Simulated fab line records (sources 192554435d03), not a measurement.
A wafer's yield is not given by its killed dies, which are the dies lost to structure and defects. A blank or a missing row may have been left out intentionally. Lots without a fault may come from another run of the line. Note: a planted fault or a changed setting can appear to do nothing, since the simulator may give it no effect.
The tool behind it: which one?    flow n5_finfet    28 wafers from 10 lots sampled at 5 of the route's 1938 steps

== WHAT THE GAUGES SHOWED, per wafer ==
N5_MOL_CONTACT_COAG_CD_MEAS_84 targets a cd of 25.1 nm. Usual: cd_nm 25.11 nm, standard deviation 0.23.
lot   measured      on         cd_nm (nm)         flag
L555  day 6 03:08   cd_sem-02  24.98 25.28 24.96  
L557  day 6 12:34   cd_sem-01  25.47 25.32        
L560  day 7 02:07   cd_sem-03  25.11 25.20        
L566  day 8 18:56   cd_sem-03  25.57 25.62 25.47  
L570  day 9 22:28   cd_sem-02  24.89 24.63 25.19  
L571  day 9 22:38   cd_sem-02  24.62 25.11 25.05  
L572  day 10 08:30  cd_sem-02  25.08 25.21 24.85  
L573  day 10 11:36  cd_sem-02  25.07 25.19 25.40  
L574  day 10 19:39  cd_sem-01  25.08 25.05 25.46  
L575  day 10 22:00  cd_sem-02  25.31 25.20 25.49  

N5_MOL_CONTACT_COAG_OVL_MEAS_85. Usual: VG_OVL gives 0.0 nm (standard deviation 0.6).
lot   measured      on          VG_OVL (nm)     flag
L555  day 6 03:10   overlay-01  -1.3 -0.9 -1.6  
L557  day 6 12:37   overlay-02  0.7 0.8         
L560  day 7 02:09   overlay-01  -0.4 1.2        
L566  day 8 18:58   overlay-01  0.3 0.1 0.9     
L570  day 9 22:30   overlay-02  0.2 -0.1 -0.4   
L571  day 9 22:40   overlay-01  0.1 0.5 0.5     
L572  day 10 08:32  overlay-01  1.0 -0.1 0.8    
L573  day 10 11:38  overlay-02  -0.1 -0.6 -0.1  
L574  day 10 19:41  overlay-01  0.8 -0.1 -0.2   
L575  day 10 22:02  overlay-02  -1.7 -0.7 -0.9  

N5_BEOL_M4_RC_MEAS_101. Usual: DIBL_N 36.4 mV/V, standard deviation 1.9; DIBL_P 35.8 mV/V, standard deviation 2.1; IOFF_N 0.158 nA/um, standard deviation 0.029; IOFF_P 0.21 nA/um, standard deviation 0.035; ION_N 676 uA/um, standard deviation 14; ION_P 465 uA/um, standard deviation 9.7; SS_N 71.5 mV/dec, standard deviation 0.66; SS_P 73.4 mV/dec, standard deviation 0.7; VT_N 249.8 mV, standard deviation 3; VT_P -250 mV, standard deviation 3.3.
lot   measured      on         DIBL_N (mV/V)   DIBL_P (mV/V)   IOFF_N (nA/um)     IOFF_P (nA/um)  ION_N (uA/um)  ION_P (uA/um)  SS_N (mV/dec)   SS_P (mV/dec)   VT_N (mV)          VT_P (mV)       flag
L555  day 9 17:47   prober-01  37.6 35.9 36.8  38.6 36.5 36.9  0.163 0.137 0.157  0.19 0.17 0.17  661 650 659    446 443 446    70.9 71.0 71.7  73.8 73.6 73.1  250.5 253.8 250.6  -253 -256 -257  
L557  day 10 10:37  prober-01  37.0 34.0       34.8 31.5       0.145 0.107        0.22 0.18       664 661        462 461        71.4 70.4       73.2 72.1       250.7 254.0        -247 -250       
L560  day 11 02:23  prober-02  35.5 33.3       34.6 32.6       0.140 0.110        0.20 0.17       680 675        470 465        71.7 70.9       72.9 72.2       253.1 255.0        -252 -251       
L566  day 12 18:08  prober-01  36.4 36.7 36.3  36.5 37.1 34.9  0.190 0.190 0.168  0.23 0.23 0.19  687 686 662    469 462 455    71.2 71.8 71.9  73.5 73.0 72.3  245.3 244.6 247.2  -252 -249 -251  
L570  day 13 18:32  prober-02  35.8 35.2 34.1  34.8 34.1 31.6  0.155 0.142 0.117  0.21 0.19 0.16  671 666 656    469 459 448    71.1 71.3 71.0  73.4 73.4 72.0  250.0 251.1 250.5  -249 -248 -251  
L571  day 14 12:35  prober-02  37.4 34.5 38.1  37.4 32.9 38.2  0.166 0.117 0.185  0.20 0.15 0.22  686 664 688    465 452 465    72.2 71.0 71.3  73.7 72.8 73.6  249.1 253.6 248.7  -254 -256 -253  
L572  day 14 17:25  prober-02  38.4 35.8 39.0  37.8 33.4 37.1  0.196 0.134 0.208  0.23 0.17 0.23  676 666 665    461 454 457    72.1 70.3 72.7  73.7 72.7 73.9  247.2 250.9 247.2  -247 -251 -250  
L573  day 14 17:02  prober-01  36.4 37.4 35.7  37.0 37.0 35.5  0.159 0.168 0.139  0.23 0.22 0.21  691 676 679    473 466 472    70.7 71.6 71.5  73.3 73.9 73.3  250.1 248.1 253.4  -250 -250 -250  
L574  day 14 22:58  prober-02  37.2 35.6 36.6  37.9 36.8 37.2  0.162 0.142 0.151  0.22 0.20 0.22  671 679 670    459 464 461    72.3 71.2 71.8  73.8 72.9 73.7  250.7 250.5 252.0  -250 -249 -248  
L575  day 15 10:07  prober-01  33.6 31.6 30.2  33.7 31.8 30.0  0.126 0.110 0.091  0.18 0.16 0.14  668 667 652    463 462 455    72.0 70.6 70.8  72.9 72.2 71.9  252.8 253.3 257.4  -250 -254 -254  

== TOOL THAT RAN EACH LOT (tool first, then ch and the chambers of the sampled wafers, then the start) ==
lot   N5_MOL_CONTACT_COAG_ALD_131        N5_MOL_CONTACT_COAG_ETCHBACK_135
L555  ald_sin-01 ch 0,1,2, day 6 03:32   rie_diel-05 ch 1,2, day 6 03:46
L557  ald_sin-01 ch 1,2, day 6 12:53     rie_diel-03 ch 2,3, day 6 13:08
L560  ald_sin-01 ch 0,2, day 7 02:27     rie_diel-04 ch 0,3, day 7 02:50
L566  ald_sin-04 ch 0,1,3, day 8 19:11   rie_diel-03 ch 0,1,2, day 8 19:29
L570  ald_sin-04 ch 0,1, day 9 22:43     rie_diel-04 ch 0,1, day 9 23:02
L571  ald_sin-01 ch 0,2, day 9 22:54     rie_diel-05 ch 0,1,2, day 9 23:12
L572  ald_sin-01 ch 0,1,3, day 10 08:45  rie_diel-03 ch 0,1,2, day 10 09:04
L573  ald_sin-02 ch 0,2,3, day 10 11:52  rie_diel-05 ch 0,2,3, day 10 12:10
L574  ald_sin-04 ch 0,2,3, day 10 20:48  rie_diel-03 ch 0,1,2, day 10 21:14
L575  ald_sin-01 ch 1,3, day 10 22:16    rie_diel-03 ch 0,1,2, day 10 22:34
- N5_MOL_CONTACT_COAG_ALD_131: deposits SiO2, target thk 5 nm, pulse time 1 s, co reactant pulse time 1 s.
- N5_MOL_CONTACT_COAG_ETCHBACK_135: etches SiO2 in CHF3, target depth 25 nm, time 16.7 s.

== AS READ BY THE TOOLS THEMSELVES (means over the sampled wafers that have a number; for cases with no such wafer, the mark the record gives instead) ==
N5_MOL_CONTACT_COAG_ALD_131. Usual: heater_power_w 79 W, standard deviation 7.6; precursor_pulse_height_rel 1.000, standard deviation 0.019.
lot   tool        heater_power_w (W)  precursor_pulse_height_rel  flag
L555  ald_sin-01  77                  1.004                       
L557  ald_sin-01  80                  0.985                       
L560  ald_sin-01  79                  1.013                       
L566  ald_sin-04  77                  0.998                       
L570  ald_sin-04  71                  0.994                       
L571  ald_sin-01  77                  1.002                       
L572  ald_sin-01  73                  0.997                       
L573  ald_sin-02  82                  1.001                       
L574  ald_sin-04  78                  1.011                       
L575  ald_sin-01  76                  1.012                       

N5_MOL_CONTACT_COAG_ETCHBACK_135. Usual: drypump_motor_current_A 5.6 A, standard deviation 0.59; oes_product_au 0.82 a.u., standard deviation 0.084; rf_vpp_V 521 V, standard deviation 9.7; showerhead_plenum_p_Torr 2.39 Torr, standard deviation 0.072; throttle_valve_pct 18.72 %, standard deviation 0.27.
lot   tool         drypump_motor_current_A (A)  oes_product_au (a.u.)  rf_vpp_V (V)  showerhead_plenum_p_Torr (Torr)  throttle_valve_pct (%)  flag
L555  rie_diel-05  5.9                          0.79                   521           2.46                             18.79                   
L557  rie_diel-03  5.1                          0.90                   534           2.34                             18.63                   
L560  rie_diel-04  6.2                          0.74                   511           2.44                             19.05                   
L566  rie_diel-03  5.2                          0.88                   525           2.40                             18.79                   
L570  rie_diel-04  6.2                          0.77                   515           2.40                             18.91                   
L571  rie_diel-05  5.7                          0.80                   522           2.43                             18.68                   
L572  rie_diel-03  5.2                          0.86                   524           2.40                             18.81                   
L573  rie_diel-05  5.8                          0.82                   522           2.37                             18.47                   
L574  rie_diel-03  5.1                          0.86                   525           2.40                             18.83                   
L575  rie_diel-03  5.2                          0.86                   525           2.40                             18.82                   

== THE ANSWER, worked out from the rows above alone ==
Rule: lot off if the mean of its wafers having a number is beyond 3 standard deviations from the usual mean. Also off: a lot with no number at a reading for which 4 or more lots have one. The other lots that the step has rows for count as sound. After the gauges, taken in route order, come the tools' own readings; for these a lot's mean is taken, as printed above. At the first step where some lot is off, the reading lying furthest off is the one used; lots without a number count as furthest.
Across all readings shown, no lot is off: no conclusion can be drawn from this.

== WHAT THE SIMULATOR HAD INSERTED ==
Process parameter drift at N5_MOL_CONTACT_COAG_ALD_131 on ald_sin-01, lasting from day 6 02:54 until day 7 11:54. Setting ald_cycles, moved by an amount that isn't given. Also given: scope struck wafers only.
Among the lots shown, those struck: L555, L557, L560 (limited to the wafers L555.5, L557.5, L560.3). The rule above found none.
